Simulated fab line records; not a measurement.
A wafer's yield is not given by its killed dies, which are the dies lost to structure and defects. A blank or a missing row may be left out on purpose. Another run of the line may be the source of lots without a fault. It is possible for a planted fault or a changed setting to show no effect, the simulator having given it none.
One fault seen from 3 desks ; flow n5 finfet ; what lay behind the numbers comes last; until then each desk has only its own

== FOR THE TOOL OWNER'S DESK: rie diel-01 ==
The tool's own readings at N5_BEOL_M7_ETCH_66 (etches SOC in N2/H2, target depth 80 nm, overetch 16 nm, time 120 s): means of the sampled wafers that have a number, for each lot that ran on this tool. Any lot whose mean is over 4 standard deviations away from the usual mean is out of limits and marked OUT; that distance is given in the brackets.
Columns: A = drypump motor current A at N5_BEOL_M7_ETCH_66, usual 5.3 A; B = oes product au at N5_BEOL_M7_ETCH_66, usual 0.59 a.u.; C = rf vpp V at N5_BEOL_M7_ETCH_66, usual 525.6 V; D = showerhead plenum p Torr at N5_BEOL_M7_ETCH_66, usual 2.61 Torr; E = throttle valve pct at N5_BEOL_M7_ETCH_66, usual 17.83 %
lot;first seen here;A;B;C;D;E
L870;day 11 08:31;5.2;0.55;524.8;2.59;17.94
L879;day 14 02:43;5.0;0.55;525.1;2.60;17.80
L881;day 15 06:07;4.8;0.55;525.8;2.59;17.81
Result from this desk: across the 3 lots, nothing is out of limits.

== THE DEFECT DESK ==
Inspection counts along the route, by lot: the mean over sampled wafers that carry a number. Any lot whose mean is over 4 standard deviations away from the usual mean is out of limits and marked OUT; that distance is given in the brackets.
Columns: A = raw defect count at N5_BEOL_M7_INSPECT_30, usual 370
lot;first seen here;A
L871;day 11 07:00;366
L870;day 11 08:18;329
L878;day 14 02:26;328
L879;day 14 02:36;389
L881;day 15 06:00;323
L889;day 16 23:00;415
Result from this desk: across the 6 lots, nothing is out of limits.

== AT THE METROLOGY DESK ==
What the gauges read, lot by lot, whatever tool the lot ran on: means of the sampled wafers that have a number. Any lot whose mean is over 4 standard deviations away from the usual mean is out of limits and marked OUT; that distance is given in the brackets.
Columns: A = cd nm at N5_BEOL_M7_CD_MEAS_28, usual 39.87 nm; B = V6_OVL at N5_BEOL_M7_OVL_MEAS_29, usual -0.1 nm
lot;first seen here;A;B
L871;day 11 06:55;39.80;0.0
L870;day 11 08:13;39.73;0.3
L878;day 14 02:20;40.09;0.7
L879;day 14 02:31;39.86;-0.7
L881;day 15 05:55;39.77;-0.5
L889;day 16 22:55;39.89;-0.7
Result from this desk: across the 6 lots, nothing is out of limits.

== TAKEN TOGETHER ==
The tool owner's desk saw nothing out of limits.
Nothing the defect desk looked at was out of limits.
At the metrology desk, nothing out of limits was observed.

== WHAT THE SIMULATOR HAD INSERTED ==
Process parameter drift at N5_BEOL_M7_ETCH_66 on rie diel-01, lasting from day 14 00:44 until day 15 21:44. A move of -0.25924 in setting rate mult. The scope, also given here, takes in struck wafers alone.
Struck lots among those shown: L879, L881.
